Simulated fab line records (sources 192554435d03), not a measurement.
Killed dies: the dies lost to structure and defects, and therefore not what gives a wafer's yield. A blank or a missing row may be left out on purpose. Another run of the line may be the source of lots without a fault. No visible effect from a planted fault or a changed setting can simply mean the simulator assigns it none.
fab line records	flow n5Finfet
record lots=4	wafers=12	lastDay=17
route steps=1938 shown HKMG_FIN@395 PASSIVATION@1936
lots that met no fault: from a run of the same line without faults
startH: the number of hours between the record's first day and the start of the first shown wafer of the lot	waitH: how many hours have passed since the lot's step before this one	" the same as in the row above	L1.1+2: a single row standing in for several wafers	- no value, or no start given	* or withheld: withheld	< > ~ a bound
route shown NAME@n: NAME is a module with steps in the file, n the number in the route of the first one	usual: average and standard deviation across the fault-free wafers	same: alike in all rows	chamber/n: place in a boat	sites: per-site readings	_std_site: how widely they spread, as a standard deviation	_edge_site: outer sites' mean less inner sites'	radiusMm: how far each site lies from the wafer's centre	mask NAME#n: copy n	behind: tool/chamber where the wafer was last shaped	hold: cause of the lot's hold/its duration in hours/its outcome	device: the n, p or np transistor that did not switch	end of line: tests of these same wafers at the route's end	a step without rows: its recipe alone	killed: at the first sort, the dies lost to defects and structure; wafer yield is something else	map: the dies of a wafer, with x for killed, . for not killed, _ for no die there
set.NAME: setting as actually run; set.NAME@STEP: the setting as run at that earlier step	model.NAME: the simulator's own value behind a step, which no gauge read
lots at some steps of the route; a table a step, a row a wafer
services: from which hour (startH, from the record's first day; less than 0 if before it) a tool's chamber was out of use, for how many hours, and why
## steps
# step N5_HKMG_FIN_EXPOSE_46
# recipe maskId=NDIPOLE	na=1.35	sourceShape=conventional	sigmaOuter=0.8	polarization=unpolarized	doseMj=40
# step N5_HKMG_FIN_PEB_47
# recipe pebTempC=withheld	pebTimeS=60	resist=CAR-ArF
# step N5_HKMG_FIN_DEVELOP_48
# recipe developTimeS=30	developer=TMAH	resist=CAR-ArF	rinseLiquid=diw	dry=airSpin	devTempC=23
# step N5_HKMG_FIN_DESCUM_53
# recipe chemistry=O2	timeS=7.9	sourcePowerW=50	biasPowerW=20	pressureMtorr=20	rfFrequencyHz=2.712e+07	tempC=40	resist=CAR-ArF	o2FlowSccm=225
# step N5_HKMG_FIN_ETCH_54
# recipe chemistry=CF4	target=SiARC	targetDepthA=455	maskMaterial=CAR-ArF	timeS=75.8	ionEnergyEv=80	pressureMtorr=40	sourceW=545	biasW=36	Ar_flow_sccm=100	cf4FlowSccm=100	ends=cleared
# step N5_HKMG_FIN_ETCH_55
# recipe chemistry=N2/H2	target=SOC	targetDepthA=2400	tempC=40	timeS=300	ionEnergyEv=200	maskMaterial=SiARC	pressureMtorr=30	sourceW=840	biasW=150	n2FlowSccm=200	h2FlowSccm=200
# step N5_HKMG_FIN_STRIP_56
# recipe chemistry=N2/H2	tempC=40	n2FlowSccm=200	h2FlowSccm=200	rfFrequencyHz=6e+07
# step N5_HKMG_FIN_STRIP_57
# recipe chemistry=CF4	resist=SiARC	powerW=300	biasPowerW=75	pressureMtorr=50	cf4FlowSccm=150	rfFrequencyHz=6e+07
# step N5_HKMG_FIN_ETCH_58
# recipe chemistry=N2/H2	target=SOC	targetDepthA=2158	ionEnergyEv=50	biasW=13	timeS=741	pressureMtorr=30	sourceW=875	n2FlowSccm=200	h2FlowSccm=200
# step N5_HKMG_FIN_STRIP_93
# recipe chemistry=N2/H2	material=SOC	timeS=20	powerW=500	tempC=40	pressureMtorr=50	rfFrequencyHz=6e+07	biasPowerW=8	h2Frac=0.5	n2FlowSccm=300	h2FlowSccm=300
# usual drypumpMotorCurrentA=5.3/0.57	oesProductAu=0.75/0.087	rfVppV=54.1/0.84	showerheadPlenumPTorr=3.33/0.091	throttleValvePct=19.0/0.34
lot.wafer	tool	chamber	startH	waitH	drypumpMotorCurrentA	oesProductAu	rfHoursCounterH	rfVppV	showerheadPlenumPTorr	throttleValvePct
L147.3	rieDiel-05	2	97.36	0.2	5.2	0.88	36	54.1	3.40	18.3
L147.4	"	3	"	"	4.9	0.77	155	53.6	3.22	18.8
L147.5	"	1	"	"	6.4	0.76	-	54.1	3.26	19.1
L149.2	rieDiel-05	0	107.07	0.2	6.0	0.65	245	52.7	3.32	18.8
L149.4	"	2	"	"	5.2	0.86	40	53.8	3.40	18.3
L149.6	"	0	"	"	6.0	0.65	-	54.0	3.32	18.8
L150.1	rieDiel-05	0	114.68	0.2	6.0	0.66	248	53.0	3.32	18.8
L150.3	"	3	"	"	4.9	0.78	160	52.9	3.22	18.8
L150.5	"	1	"	"	6.4	0.76	-	54.6	3.26	19.2
L165.1	rieDiel-01	0	206.69	0.2	4.9	0.88	21	53.8	3.26	18.6
L165.2	"	1	"	"	4.7	0.72	208	54.9	3.45	19.0
L165.4	"	0	"	"	4.9	0.89	-	54.3	3.26	18.6
# step N5_HKMG_FIN_WET_ETCH_76
# recipe chemistry=dNH4OH	mix=1:50	tempC=25	target=Al2O3	stopOn=La2O3	targetDepthNm=2.25	dry=ipaMarangoni	rinseTimeS=30	rinseTempC=23
# step N5_HKMG_FIN_STRIP_60
# recipe chemistry=N2/H2	powerW=2500	tempC=300	h2Frac=0.65	timeS=360	pressureMtorr=withheld	n2FlowSccm=1750	h2FlowSccm=3250
# step N5_HKMG_FIN_WET_ETCH_77
# recipe chemistry=dHCl	mix=1:10000	tempC=25	target=La2O3	stopOn=HfO2	targetDepthNm=2
# step N5_HKMG_FIN_WET_ETCH_78
# recipe chemistry=dNH4OH	mix=1:50	tempC=25	target=Al2O3	stopOn=La2O3	targetDepthNm=4.5	dry=ipaMarangoni	rinseTimeS=30	rinseTempC=23
# step N5_HKMG_FIN_ALD_79
# recipe material=TiN	targetThkA=15	tempC=400	aldPrecursorFamily=TiCl4	aldCoReactant=NH3	pulseTimeS=1	purgeTimeS=3	coReactantPurgeTimeS=2	coReactantPulseTimeS=2	aldCycles=68	pressureTorr=3
# step N5_HKMG_FIN_CVD_62
# recipe material=a-Si	targetThkA=30	tempC=500	precursor=Si2H6	pressureTorr=1	timeS=20.8
# step N5_HKMG_FIN_RTA_80
# recipe tempC=withheld	timeS=2	ambient=N2	idleTempC=600	rampUpCPerS=150	rampDownCPerS=60	coolToC=600
# step N5_HKMG_FIN_PRECLEAN_64
# recipe chemistry=dHF	timeS=30	tempC=25	dilution=withheld
# step N5_HKMG_FIN_WET_ETCH_65
# recipe chemistry=TMAH	tempC=70	concWtPct=5	target=a-Si	stopOn=TiN	timeS=49	targetDepthNm=3
# step N5_HKMG_FIN_WET_ETCH_81
# recipe chemistry=SC1	target=TiN	stopOn=HfO2	mix=1:1:5	tempC=60	timeS=57	targetDepthNm=6
# step N5_HKMG_FIN_WET_ETCH_82
# recipe chemistry=dHCl	mix=1:10000	tempC=25	target=La2O3	stopOn=HfO2	targetDepthNm=2	dry=ipaMarangoni	rinseTimeS=30	rinseTempC=23
# step N5_HKMG_FIN_ALD_36
# recipe material=TiN	targetThkA=10	tempC=400	aldPrecursorFamily=TiCl4	aldCoReactant=NH3	pulseTimeS=1	purgeTimeS=3	coReactantPurgeTimeS=2	coReactantPulseTimeS=2	aldCycles=47	pressureTorr=3
# step N5_HKMG_FIN_PWFM_ALD_03
# recipe material=TiN	targetThkA=20	tempC=400	aldPrecursorFamily=TiCl4	aldCoReactant=NH3	pulseTimeS=1	purgeTimeS=3	coReactantPurgeTimeS=2	coReactantPulseTimeS=2	aldCycles=91	pressureTorr=3
# step N5_HKMG_FIN_COAT_29
# recipe resist=SOC	tempC=250	timeS=60	spinRpm=1500	resistThkNm=300
# step N5_HKMG_FIN_COAT_30
# recipe resist=SiARC	tempC=220	timeS=60	spinRpm=1500	resistThkNm=35
# step N5_HKMG_FIN_COAT_06
# recipe resist=CAR-ArF	spinRpm=1500	resistThkNm=90
# step N5_HKMG_FIN_EBR_08
# recipe solvent=PGMEA	ebrWidthMm=1.5
# step N5_HKMG_FIN_SOFTBAKE_07
# recipe tempC=110	timeS=60	resist=CAR-ArF
# step N5_HKMG_FIN_EXPOSE_09
# recipe maskId=NWFM	na=1.35	sourceShape=conventional	sigmaOuter=0.8	polarization=unpolarized	doseMj=39.25
# step N5_HKMG_FIN_PEB_10
# recipe pebTempC=withheld	pebTimeS=60	resist=CAR-ArF
# step N5_HKMG_FIN_DEVELOP_11
# recipe developTimeS=30	developer=TMAH	resist=CAR-ArF	devTempC=23	rinseLiquid=diw	dry=airSpin
# step N5_HKMG_FIN_INSPECT_14
# recipe mode=adi	inspectInstrument=macro
# usual rawDefectCount=2.0/1.3
lot.wafer	tool	chamber	startH	waitH	rawDefectCount
L147.3	defectInspect-02	-	100.05	0.0	2
L147.4	"	-	"	"	1
L147.5	"	-	"	"	2
L149.2	defectInspect-02	-	109.57	0.0	>300
L149.4	"	-	"	"	>300
L149.6	"	-	"	"	>300
L150.1	defectInspect-01	-	117.30	0.0	>300
L150.3	"	-	"	"	>300
L150.5	"	-	"	"	>300
L165.1	defectInspect-02	-	209.42	0.0	3
L165.2	"	-	"	"	0
L165.4	"	-	"	"	1
# step N5_HKMG_FIN_DESCUM_17
# recipe chemistry=O2	timeS=7.9	sourcePowerW=50	biasPowerW=20	pressureMtorr=20	rfFrequencyHz=2.712e+07	tempC=40	resist=CAR-ArF	o2FlowSccm=225
# step N5_PASSIVATION_PROBE_49
# usual killed_at_M0_to_M3=35/11	killed_at_M4_up=13/5.7	killedAtContacts=12/5.7	killedAtFrontEnd=40/11	killedAtOther=4/4.4	killedDies=105/18	killedOpen=68/14	killedShort=34/7.4
# same grossDies=1180	killedAtBackSide=0
lot.wafer	tool	chamber	startH	waitH	killed_at_M0_to_M3	killed_at_M4_up	killedAtContacts	killedAtFrontEnd	killedAtOther	killedDies	killedOpen	killedShort
L149.2	prober-01	-	291.37	0.1	38	14	6	141	6	205	72	31
L149.4	prober-01	-	291.47	0.2	31	12	16	102	6	167	66	25
L149.6	prober-01	-	291.57	0.3	40	10	14	140	14	218	65	48
L150.1	prober-01	-	313.13	0.0	40	7	20	135	0	202	72	31
L150.3	prober-01	-	313.23	0.1	32	11	5	166	2	216	64	33
L150.5	prober-01	-	313.33	0.2	32	18	8	139	1	198	50	36
# killed by level:class
L149.2 HKMG_FIN:unspecified=101 BEOL_M1:geometricParticle:open=14 BEOL_M0_SAQP:geometricParticle:open=9 DUMMY_GATE:geometricParticle:open=8 FIN_SAQP:geometricParticle:short=7 BEOL_M4:geometricParticle:open=6 MOL_CONTACT_COAG:geometricParticle:open=5 BEOL_M0_SAQP:geometricParticle:short=5
L149.4 HKMG_FIN:unspecified=74 MOL_CONTACT_COAG:geometricParticle:open=12 BEOL_M1:geometricParticle:open=9 BEOL_M3:geometricParticle:open=7 BEOL_M4:geometricParticle:open=7 STI_FIN_REVEAL:geometricParticle:open=5 GATE_CUT:geometricParticle:open=5 BEOL_M0_SAQP:geometricParticle:short=5
L149.6 HKMG_FIN:unspecified=101 MOL_CONTACT_COAG:geometricParticle:open=10 BEOL_M0_SAQP:geometricParticle:short=9 BEOL_M3:geometricParticle:open=9 STI_FIN_REVEAL:geometricParticle:open=8 BEOL_M1:geometricParticle:open=7 BEOL_M1:geometricParticle:short=6 ILD0:geometricParticle:open=5
L150.1 HKMG_FIN:unspecified=94 MOL_CONTACT_COAG:geometricParticle:open=16 BEOL_M3:geometricParticle:open=10 BEOL_M0_SAQP:geometricParticle:short=8 FIN_SAQP:geometricParticle:open=7 GATE_CUT:geometricParticle:open=6 STI_FIN_REVEAL:geometricParticle:open=5 BEOL_M0_SAQP:geometricParticle:open=5
L150.3 HKMG_FIN:unspecified=115 FIN_SAQP:geometricParticle:open=14 FIN_SAQP:geometricParticle:short=9 BEOL_M3:geometricParticle:open=9 STI_FIN_REVEAL:geometricParticle:open=7 BEOL_M0_SAQP:geometricParticle:short=6 MOL_CONTACT_COAG:geometricParticle:open=5 BEOL_M0_SAQP:geometricParticle:open=5
L150.5 HKMG_FIN:unspecified=106 FIN_SAQP:geometricParticle:short=16 FIN_SAQP:geometricParticle:open=8 BEOL_M0_SAQP:geometricParticle:short=8 MOL_CONTACT_COAG:geometricParticle:open=7 BEOL_M3:geometricParticle:open=7 BEOL_M2:geometricParticle:open=6 BEOL_M4:geometricParticle:open=6
# map L149.6 (x killed, . not)
_________________............________________
______________........x........._____________
___________.x..xx.....x............__________
__________x.xxx..............x...xx._________
________xxxxxxxx.x....x.xx...x..x....._______
_______.xxxxxxxxx...x..................______
______xxxxxxxxxxx......x...........x...._____
_____.xxxxxxxxxx.x........x......x.......____
____.xxxxxxxxxxxx.x......x....xx..........___
___xxxxxxxxxxxxxx.x....................x.x.__
___x..xxxxxxxxxxx.x...x...x................__
__...xxxxxxxxx.xx.....x....x................_
__x.xx.x.x.xxxx..x......xx.x................_
_x...x..x...x.....x.......x........x.........
_.x....x....x.....x...x...........x.x....x...
_........xx................x.................
_........................xx....x........x....
_...x......x...x...x..x.....x............x...
_........x.xx.............x..x.....x.........
_.......x...........xx..x....x..............x
_.......x....................................
__..........x..x.......................x...._
__..x..............x.....x..x..x....x......._
___.....x.............................x....__
___.........x..............................__
____......x..x........x..xx...............___
_____.x................x..x........xx....____
______.......xx.....x.x.......xx.x.x...._____
_______.....................x..........______
________x...x.......x................._______
__________.x.x......................_________
___________..x.....x..............x__________
______________.............x...._____________
_________________............________________
# map L150.3 (x killed, . not)
_________________........x...________________
______________.x..............x._____________
___________x..............x........__________
__________.........................x_________
________..x...x................x......_______
_______...xxxxx...x..................x.______
______..x.xxxxxxxx...x...........x......_____
_____.x..xxxxxxxxxxxx..............x....x____
____.....xxxxxxxxxxx......................___
___...x.xxxxxxxxxxx.x......................__
___...xxxxxxxxxxxxxxx.x..x.....x....x......__
__.....x.xxxxxxxxxxxx.........x..x........x._
__......xxxxxxxxxxxxxx...........x.........._
_........xxxxxxx.x..................x........
_.....xx.x.xxx.xx.x.............x..........x.
_x.....x..x..xxxx.x......xx.....x............
_.x............x...............x...x.........
_.......x.x.....x..x.........x.xx......x.....
_............x.x..........x..................
_........x..........x.......x..........x.....
_.........x.............x....x.............x.
__..x...x.........x.x.x....x................_
__.......x..x........x.......x..........x..._
___......................x.........x.x...x.__
___.......................................x__
____................x..x..................___
_____..xx.x..........x....x.x.........x..____
______......xx...............xx........._____
_______......x..x......................______
________...xx..............x.x........_______
__________...x.......x.x..........x._________
___________x.............x...xx....__________
______________..x..........x...._____________
_________________.......x....________________
## services
tool	chamber	startH	hours	kind
rieDiel-01	-	102.19	4.3	pm
rieDiel-01	2	107.31	5.2	repair
rieDiel-01	-	114.81	14.6	pm
rieDiel-05	0	119.05	-	clean
rieDiel-05	0	119.05	-	consumableReplace:focusRing
rieDiel-05	0	119.05	23.4	scheduledDown
rieDiel-05	0	119.05	23.4	ventCycle
rieDiel-05	2	120.99	4.6	repair
rieDiel-01	0	141.86	-	clean
rieDiel-01	0	141.86	-	consumableReplace:focusRing
rieDiel-01	0	141.86	13.6	scheduledDown
rieDiel-01	0	141.86	13.6	ventCycle
rieDiel-01	3	197.18	-	clean
rieDiel-01	3	197.18	-	consumableReplace:focusRing
rieDiel-01	3	197.18	15.6	scheduledDown
rieDiel-01	3	197.18	15.6	ventCycle
## key
firstSign step=N5_HKMG_FIN_INSPECT_14	reading=rawDefectCount	direction=up	sigmas=99+	usual=2.0	struck=>300
effect step=N5_PASSIVATION_PROBE_49	reading=killedAtFrontEnd	direction=up	sigmas=8.8	usual=40	struck=137
moreKillsBornAt N5_HKMG_FIN_STRIP_93@rieDiel-05=591
metAt N5_HKMG_FIN_STRIP_93
struckWafers L149.2,L149.4,L149.6,L150.1,L150.3,L150.5
testerLeftOut L149,L150
onsetBetween 97.36 107.07
fault kind=chamberParticleSource	tool=rieDiel-05	chamber=-	onsetH=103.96	steps=N5_HKMG_FIN_STRIP_93	ratePerVisitCm2=0.61106	endH=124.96
# testerLeftOut: of these lots the tester's yield and bins aren't shown, on N5 and GAA mostly nor the transistor test; their killed dies are dies lost to structure and defects alone, not to doping, threshold or leakage, so they don't give the yield
